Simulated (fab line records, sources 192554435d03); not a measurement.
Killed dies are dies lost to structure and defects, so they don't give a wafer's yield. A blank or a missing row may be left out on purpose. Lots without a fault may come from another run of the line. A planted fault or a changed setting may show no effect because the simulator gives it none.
A struck lot beside a sound one | flow n5_finfet | 22 steps out of a route of 1938
Sound: wafers L418.1, L418.3, L418.6. Struck: wafers L414.2, L414.5, L414.6. The cause comes at the end.
At each step with rows: each side's tool, then ch and its chambers, then its first start. Under that, the readings that differ: sound wafers | struck wafers | difference of the means | sigmas: that difference in standard deviations of wafers without a fault.
alike: readings whose means differ by less than 2 such deviations, and words and numbers that are the same on both sides. not compared: withheld readings, readings that some wafer has no value for, bounds like >300 that may hide the same value, and numbers for which the record gives no deviation and whose values overlap.
The two part at a step that has a row with sigmas, a row that says differs or no value, or rows on one side only. Numbers that don't overlap but have no deviation are shown without sigmas and don't part them. A reading that every wafer of one side lacks parts them only if that side has two wafers or more.

first, 8 steps without rows for these wafers: N5_BEOL_M12_SPUTTER_44 (material Ta, target thk 10 nm, time 16.13 s); N5_BEOL_M12_SPUTTER_45 (material Cu, target thk 80 nm, time 13.33 s); N5_BEOL_M12_ECD_47 (material Cu, target thk 720 nm); N5_BEOL_M12_ANNEAL_48 (time 90 s); N5_BEOL_M12_CMP_49 (polishes, stops on SiOC, t overpolish 20.6 s, target thk 320 nm); N5_BEOL_M12_PRE_CLEAN_52 (time 15 s); N5_BEOL_M12_DEP_53 (deposits SiCN from 3MS/NH3, target thk 30 nm, time 10.5 s); N5_BEOL_M13_ILD_DEP_00 (deposits SiOC from DEMS/O2, target thk 837.92 nm, time 166.4 s).
N5_BEOL_M13_COAT_58: time 60 s, resist thk 89 nm.
  sound on litho_track-04 ch 0, day 16 04:08; struck on litho_track-05 ch 0, day 15 03:45
  reading                                    | sound                | struck               | difference | sigmas
  spin_speed_rpm (rpm)                       | 1500.9 1501.4 1501.4 | 1776.4 1777.9 1776.6 | +275.7     | +99 or more
  model.BARC_of_BEOL_M13_COAT_58.thk_nm (nm) | 88.6 88.6 88.4       | 81.8 81.8 82         | -6.7       |
  alike: dispense_pressure_kPa
then, 8 steps without rows for these wafers: N5_BEOL_M13_COAT_04 (resist thk 400 nm); N5_BEOL_M13_EBR_06; N5_BEOL_M13_SOFTBAKE_05 (time 60 s); N5_BEOL_M13_EXPOSE_07 (exposes mask V12); N5_BEOL_M13_PEB_08 (peb time 90 s); N5_BEOL_M13_DEVELOP_09 (develop time 45 s); N5_BEOL_M13_HARDBAKE_14 (time 120 s); N5_BEOL_M13_DESCUM_15 (chemistry O2, time 7.9 s).
N5_BEOL_M13_ETCH_59: etches BARC in N2/H2, target depth 89 nm, overetch 26.7 nm, time 67.9 s.
  sound on rie_diel-01 ch 0,1,2, day 16 05:19; struck on rie_diel-06 ch 0,1,3, day 15 04:16
  reading                  | sound            | struck            | difference | sigmas
  model.etch.depth_nm (nm) | 88.6 88.56 88.42 | 81.88 81.86 82.04 | -6.60      |
  alike: drypump_motor_current_A, n2_flow_sccm, oes_product_au, rf_vpp_V, showerhead_plenum_p_Torr, throttle_valve_pct
  not compared: rf_hours_counter_h
then, 2 steps without rows for these wafers: N5_BEOL_M13_VIA_ETCH_16 (etches SiOC in C4F8/O2/Ar, target depth 921.7 nm); N5_BEOL_M13_STRIP_63 (strips in N2/H2).
N5_BEOL_M13_STRIP_64: strips in N2/H2.
  sound on plasma_asher-01 ch 0,1, day 16 05:59; struck on plasma_asher-02 ch 0,1, day 15 04:37
  reading                      | sound             | struck            | difference | sigmas
  strip_time_to_endpoint_s (s) | 31.19 31.19 31.15 | 29.25 29.25 29.31 | -1.91      | -24
  alike: drypump_motor_current_A, heater_power_w, n2_flow_sccm, oes_product_au, temp_c
  not compared: rf_hours_counter_h
then, 1 step without rows for these wafers: N5_BEOL_M13_STRIP_71 (strips in post etch residue remover, time 60 s).

WHERE THEY PART
First at N5_BEOL_M13_COAT_58; last, within this record, at N5_BEOL_M13_STRIP_64.

WHY: what the simulator had put in
Process parameter drift: litho_track-05, from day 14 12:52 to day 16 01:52, at N5_BEOL_M13_COAT_58. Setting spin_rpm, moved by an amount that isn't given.
